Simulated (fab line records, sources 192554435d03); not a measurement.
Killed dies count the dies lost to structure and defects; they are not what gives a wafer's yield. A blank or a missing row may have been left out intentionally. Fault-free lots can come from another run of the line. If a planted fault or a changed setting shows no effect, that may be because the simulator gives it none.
Matching of chambers / flow n5 finfet / N5_BEOL_M9_ILD_DEP_00 on pecvd-03: 3 sister chambers
The step deposits SiCOH lowk from DEMS/porogen, target thk 308.51 nm, time 58 s. 3 wafers are shown with their chamber, then 11 later ones without.

## WAFERS, EACH WITH ITS CHAMBER
wafer=L079.2; chamber=0; showerhead vpp V (V)=1394
wafer=L080.1; chamber=1; showerhead vpp V (V)=1317
wafer=L087.3; chamber=2; showerhead vpp V (V)=1468

## WAFERS WITHOUT THEIR CHAMBER
wafer=L087.4; showerhead vpp V (V)=1391
wafer=L087.6; showerhead vpp V (V)=1301
wafer=L089.4; showerhead vpp V (V)=1302
wafer=L089.5; showerhead vpp V (V)=1403
wafer=L089.6; showerhead vpp V (V)=1445
wafer=L090.1; showerhead vpp V (V)=1396
wafer=L090.3; showerhead vpp V (V)=1471
wafer=L090.5; showerhead vpp V (V)=1442
wafer=L097.1; showerhead vpp V (V)=1284
wafer=L097.5; showerhead vpp V (V)=1403
wafer=L097.6; showerhead vpp V (V)=1289

## WHICH CHAMBER EACH WENT THROUGH
wafer=L087.4; from the rows above=0; in truth=0
wafer=L087.6; from the rows above=1; in truth=1
wafer=L089.4; from the rows above=1; in truth=1
wafer=L089.5; from the rows above=0; in truth=0
wafer=L089.6; from the rows above=can't be placed: 2 or 0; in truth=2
wafer=L090.1; from the rows above=0; in truth=0
wafer=L090.3; from the rows above=2; in truth=2
wafer=L090.5; from the rows above=can't be placed: 2 or 0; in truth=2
wafer=L097.1; from the rows above=1; in truth=1
wafer=L097.5; from the rows above=0; in truth=0
wafer=L097.6; from the rows above=1; in truth=1
Correctly placed: 9 of 11. These rows do not allow placing 2 (true chamber among the candidates in 2). Wrongly placed: 0.
How it was worked out, from the rows above alone: a wafer's distance from a chamber is the root of the sum, over the readings, of the square of ((its reading less the chamber's mean) divided by the reading's scatter). The wafer belongs to the nearest chamber; if the next one is less than 2 further off, it can't be placed. For every chamber, the mean is computed from those of its wafers that are shown. The scatter: with one shown wafer a chamber, the root of the mean of the squares of how far each hidden wafer lies from its nearest shown one.
